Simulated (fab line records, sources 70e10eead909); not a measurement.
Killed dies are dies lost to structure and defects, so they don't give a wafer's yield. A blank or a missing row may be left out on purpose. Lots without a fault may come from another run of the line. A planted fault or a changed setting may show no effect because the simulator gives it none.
Chamber matching | flow nand_harc | NHARC_A_STAIRCASE_CMP_472 on cmp-03: 4 sister chambers
The step polishes SiO2. 16 wafers are shown with their chamber, then 8 later ones without.

WAFERS WITH THEIR CHAMBER
wafer  | chamber | motor_current_A (A) | edge_zone_pressure_frac | slurry_filter_dp_kPa (kPa)
L081.2 | 3       | 11.4                | 0.993                   | 13.59
L081.5 | 3       | 10.7                | 0.995                   | 13.59
L081.6 | 2       | 12.7                | 1.002                   | 13.64
L082.1 | 3       | 11.4                | 1.004                   | 13.26
L082.2 | 1       | 10.1                | 0.999                   | 13.54
L082.4 | 2       | 12.8                | 1.002                   | 13.53
L084.2 | 0       | 8.8                 | 1.000                   | 13.40
L084.3 | 2       | 12.4                | 0.994                   | 13.53
L084.6 | 3       | 11.2                | 1.000                   | 13.39
L085.1 | 1       | 11.0                | 0.997                   | 13.76
L085.3 | 0       | 8.1                 | 0.999                   | 13.48
L085.4 | 3       | 11.1                | 1.011                   | 13.46
L088.1 | 2       | 12.5                | 1.000                   | 13.35
L088.5 | 1       | 10.1                | 0.995                   | 13.40
L088.6 | 0       | 8.2                 | 1.005                   | 13.46
L089.2 | 2       | 12.9                | 1.000                   | 13.39

SIGNATURES (means of the wafers above)
reading                 | chamber 0 | chamber 1 | chamber 2 | chamber 3 | scatter within a chamber
motor_current_A         | 8.367     | 10.400    | 12.660    | 11.160    | 0.333
edge_zone_pressure_frac | 1.00133   | 0.99700   | 0.99960   | 1.00060   | 0.00484
slurry_filter_dp_kPa    | 13.4467   | 13.5667   | 13.4880   | 13.4580   | 0.13
Rule: a wafer's distance from a chamber is the root of the sum, over the readings, of the square of ((its reading less the chamber's mean) divided by the reading's scatter). The wafer belongs to the nearest chamber; if the next one is less than 2 further off, it can't be placed. The scatter: the root of (the sum of the squares of (reading less its chamber's mean) over the shown wafers, divided by (wafers less chambers)).

WAFERS WITHOUT THEIR CHAMBER
wafer  | motor_current_A (A) | edge_zone_pressure_frac | slurry_filter_dp_kPa (kPa)
L089.4 | 11.0                | 1.004                   | 13.94
L089.6 | 11.2                | 0.999                   | 13.49
L092.1 | 8.9                 | 0.998                   | 13.37
L092.3 | 11.6                | 0.999                   | 13.61
L092.4 | 13.1                | 1.002                   | 13.31
L096.1 | 12.1                | 1.002                   | 13.61
L096.2 | 9.9                 | 0.992                   | 13.39
L096.6 | 10.7                | 1.001                   | 13.61

WHICH CHAMBER EACH WENT THROUGH
wafer  | from the rows above          | in truth
L089.4 | can't be placed: 1 or 3      | 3
L089.6 | 3                            | 3
L092.1 | 0                            | 0
L092.3 | can't be placed: 3 or 2 or 1 | 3
L092.4 | 2                            | 2
L096.1 | can't be placed: 2 or 3      | 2
L096.2 | can't be placed: 1 or 3      | 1
L096.6 | can't be placed: 1 or 3      | 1
Placed correctly: 3 of 8. Can't be placed from these rows: 5 (the true chamber is among the candidates in 5). Placed wrongly: 0.
